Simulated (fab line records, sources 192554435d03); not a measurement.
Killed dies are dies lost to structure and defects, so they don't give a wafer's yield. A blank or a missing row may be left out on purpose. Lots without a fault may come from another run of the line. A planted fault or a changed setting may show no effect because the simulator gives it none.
Which tool did it? | flow n5_finfet | 11 lots, 33 wafers sampled, at 5 steps of a route of 1938

WHAT THE GAUGES READ, wafer by wafer
N5_BEOL_M1_INSPECT_13: inspects for defects (brightfield).
lot  | measured     | on                | raw_defect_count
L372 | day 6 17:14  | defect_inspect-01 | 308 289 396
L373 | day 6 23:20  | defect_inspect-02 | 525 348 483
L374 | day 6 23:59  | defect_inspect-01 | 313 376 536
L375 | day 7 12:52  | defect_inspect-01 | 323 364 378
L378 | day 8 00:43  | defect_inspect-01 | 410 312 398
L377 | day 8 02:02  | defect_inspect-01 | 235 265 203
L379 | day 8 15:16  | defect_inspect-01 | 318 341 442
L380 | day 8 20:53  | defect_inspect-01 | 191 306 419
L384 | day 9 19:46  | defect_inspect-01 | 389 479 303
L391 | day 11 14:04 | defect_inspect-02 | 444 429 382
L392 | day 11 22:26 | defect_inspect-01 | 360 328 399

N5_BEOL_M1_CD_MEAS_28: target cd y 23.3 nm.
lot  | measured     | on        | cd_nm (nm)
L372 | day 6 18:13  | cd_sem-01 | 23.60 23.71 23.74
L373 | day 7 00:15  | cd_sem-01 | 23.91 23.85 23.62
L374 | day 7 00:47  | cd_sem-01 | 23.87 23.70 23.71
L375 | day 7 13:46  | cd_sem-03 | 23.98 24.07 24.22
L378 | day 8 01:50  | cd_sem-01 | 24.30 23.72 24.22
L377 | day 8 02:49  | cd_sem-03 | 23.60 23.76 23.98
L379 | day 8 16:13  | cd_sem-01 | 24.07 24.27 24.03
L380 | day 8 21:47  | cd_sem-02 | 24.18 23.92 24.04
L384 | day 9 20:41  | cd_sem-01 | 23.62 23.39 23.87
L391 | day 11 14:58 | cd_sem-01 | 23.57 23.57 23.38
L392 | day 11 23:20 | cd_sem-02 | 23.70 23.64 24.08

N5_BEOL_M4_RC_MEAS_101.
lot  | measured     | on        | DIBL_N (mV/V)  | DIBL_P (mV/V)  | IOFF_N (nA/um)    | IOFF_P (nA/um) | ION_N (uA/um) | ION_P (uA/um) | SS_N (mV/dec)  | SS_P (mV/dec)  | VT_N (mV)         | VT_P (mV)
L372 | day 9 08:10  | prober-01 | 34.8 33.5 34.9 | 36.6 34.8 36.3 | 0.169 0.140 0.165 | 0.20 0.17 0.20 | 691 672 692   | 466 467 471   | 71.5 71.0 70.9 | 73.7 72.9 74.6 | 249.6 250.4 247.7 | -250 -251 -251
L373 | day 9 14:32  | prober-01 | 36.8 37.4 37.0 | 37.1 37.5 37.0 | 0.165 0.176 0.153 | 0.22 0.24 0.22 | 687 699 674   | 468 479 462   | 71.1 71.5 71.9 | 72.8 73.6 73.2 | 247.6 247.3 249.2 | -248 -248 -251
L374 | day 9 16:22  | prober-02 | 36.9 37.0 35.6 | 37.9 38.1 36.5 | 0.179 0.182 0.160 | 0.22 0.22 0.20 | 673 688 697   | 463 466 464   | 71.6 71.7 70.8 | 74.8 73.9 74.3 | 245.1 246.4 248.8 | -251 -250 -253
L375 | day 9 23:01  | prober-01 | 35.5 38.1 35.7 | 36.1 38.4 36.6 | 0.146 0.192 0.154 | 0.20 0.24 0.21 | 666 687 680   | 453 462 468   | 71.3 71.6 70.6 | 73.2 73.6 73.5 | 252.9 246.5 246.8 | -253 -249 -251
L378 | day 10 18:48 | prober-02 | 38.9 39.4 39.1 | 37.9 38.2 37.9 | 0.218 0.235 0.222 | 0.28 0.28 0.28 | 683 689 696   | 474 469 473   | 72.0 72.1 72.5 | 73.7 74.2 73.8 | 246.9 242.8 244.2 | -247 -246 -245
L377 | day 10 19:06 | prober-01 | 34.5 34.2 33.9 | 35.3 35.9 34.6 | 0.135 0.142 0.129 | 0.17 0.18 0.17 | 670 682 674   | 452 464 461   | 71.3 71.1 71.5 | 72.5 72.5 72.6 | 252.4 249.9 249.3 | -254 -250 -252
L379 | day 11 14:23 | prober-02 | 35.7 36.0 35.3 | 36.2 36.5 35.6 | 0.166 0.165 0.152 | 0.22 0.22 0.21 | 674 677 667   | 464 463 458   | 71.5 70.5 71.2 | 73.8 73.2 73.4 | 249.9 250.0 250.9 | -248 -248 -249
L380 | day 11 17:46 | prober-01 | 35.7 33.8 35.4 | 35.7 33.9 36.0 | 0.159 0.133 0.158 | 0.22 0.20 0.23 | 679 664 672   | 465 467 460   | 71.2 70.5 71.8 | 73.0 72.6 73.0 | 248.4 249.7 250.1 | -249 -249 -248
L384 | day 12 02:19 | prober-02 | 33.4 36.1 36.3 | 33.8 36.6 36.6 | 0.116 0.158 0.153 | 0.16 0.20 0.19 | 656 679 669   | 456 457 459   | 70.8 71.7 71.2 | 72.8 73.6 73.0 | 254.8 248.3 251.0 | -256 -253 -253
L391 | day 14 04:17 | prober-01 | 36.0 34.9 35.7 | 37.1 35.2 36.3 | 0.169 0.145 0.164 | 0.22 0.19 0.22 | 669 662 672   | 465 456 462   | 71.8 71.6 71.7 | 73.4 73.5 73.8 | 249.5 252.3 250.3 | -250 -251 -248
L392 | day 14 08:29 | prober-01 | 36.3 36.5 38.5 | 35.8 35.5 39.0 | 0.173 0.165 0.217 | 0.24 0.23 0.30 | 681 671 696   | 463 462 473   | 71.5 72.0 72.0 | 73.2 74.0 74.1 | 246.1 247.7 243.8 | -246 -246 -245

WHICH TOOL RAN EACH LOT (tool, then ch and the chambers of the sampled wafers, then the start)
lot  | N5_BEOL_M1_HM_DEP_02         | N5_BEOL_M1_COAT_68
L372 | pvd_sputter-02, day 6 16:38  | litho_track-05 ch 0, day 6 17:49
L373 | pvd_sputter-03, day 6 22:52  | litho_track-01 ch 0, day 6 23:50
L374 | pvd_sputter-03, day 6 23:31  | litho_track-05 ch 0, day 7 00:29
L375 | pvd_sputter-02, day 7 12:16  | litho_track-01 ch 0, day 7 13:29
L378 | pvd_sputter-03, day 8 00:14  | litho_track-01 ch 0, day 8 01:26
L377 | pvd_sputter-01, day 8 01:25  | litho_track-05 ch 0, day 8 02:32
L379 | pvd_sputter-02, day 8 14:47  | litho_track-05 ch 0, day 8 15:47
L380 | pvd_sputter-02, day 8 20:17  | litho_track-05 ch 0, day 8 21:23
L384 | pvd_sputter-03, day 9 19:17  | litho_track-05 ch 0, day 9 20:16
L391 | pvd_sputter-03, day 11 13:28 | litho_track-05 ch 0, day 11 14:34
L392 | pvd_sputter-01, day 11 21:50 | litho_track-05 ch 0, day 11 22:56
- N5_BEOL_M1_HM_DEP_02: deposits TiN, target thk 20 nm.
- N5_BEOL_M1_COAT_68: time 60 s, resist thk 12 nm.

WHAT THE TOOLS THEMSELVES READ (means of the sampled wafers that have a number; where no wafer has one, the mark that the record gives instead)
N5_BEOL_M1_HM_DEP_02.
lot  | tool           | throttle_valve_pct (%)
L372 | pvd_sputter-02 | 29.1
L373 | pvd_sputter-03 | 30.1
L374 | pvd_sputter-03 | 30.6
L375 | pvd_sputter-02 | 30.3
L378 | pvd_sputter-03 | 30.2
L377 | pvd_sputter-01 | 29.7
L379 | pvd_sputter-02 | 30.0
L380 | pvd_sputter-02 | 29.9
L384 | pvd_sputter-03 | 30.1
L391 | pvd_sputter-03 | 30.7
L392 | pvd_sputter-01 | 30.4

N5_BEOL_M1_COAT_68.
lot  | tool           | spin_speed_rpm (rpm)
L372 | litho_track-05 | 1500.1
L373 | litho_track-01 | 1501.9
L374 | litho_track-05 | 1500.3
L375 | litho_track-01 | 1500.8
L378 | litho_track-01 | 1498.1
L377 | litho_track-05 | 1500.5
L379 | litho_track-05 | 1499.8
L380 | litho_track-05 | 1500.0
L384 | litho_track-05 | 1499.6
L391 | litho_track-05 | 1387.2
L392 | litho_track-05 | 1386.8

THE ANSWER, worked out from the rows above alone
Rule: what is usual is taken from the lots themselves. Put in order of their means at a reading, lots are off if they are a third of the lots or fewer, leave a main group of 4 or more, and stand apart from it by a gap of 3 or more times the standard deviation of the main group's means; of several such gaps the widest counts. A main group whose means are all the same, to the digits that the tables above print for the reading, isn't used. A lot without any number at a reading at which 4 lots or more have one is off too. The other lots that the step has rows for count as sound. The gauges are gone through in route order, then the tools' own readings, and for those a lot's mean is taken as printed above. The first step at which some lot is off is used, and at that step the reading that is off furthest; a lot without a number counts as furthest.
Off: L391, L392, at N5_BEOL_M1_COAT_68 (spin_speed_rpm). The main group: mean 1500.1 rpm, standard deviation 0.96.
A tool fits if, at that step or a process step before it, it ran every lot that is off, and no sound lot after the first of them. One fits: litho_track-05 at N5_BEOL_M1_COAT_68. Its last sound lot is L384 (day 9 20:16), its first lot that is off L391 (day 11 14:34): a fault that began between those two fits.
The tool's own readings at N5_BEOL_M1_COAT_68 bear it out: on the lots that are off they differ by more than 5 times the standard deviation of the sound lots' means. spin_speed_rpm reads 1387.0 rpm there against 1500.1 rpm on the sound lots.

WHAT THE SIMULATOR HAD PUT IN
Process parameter drift: litho_track-05, from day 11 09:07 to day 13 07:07, at N5_BEOL_M1_COAT_68. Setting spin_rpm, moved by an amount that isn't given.
Lots struck among those shown: L391, L392. The rule above found the same.
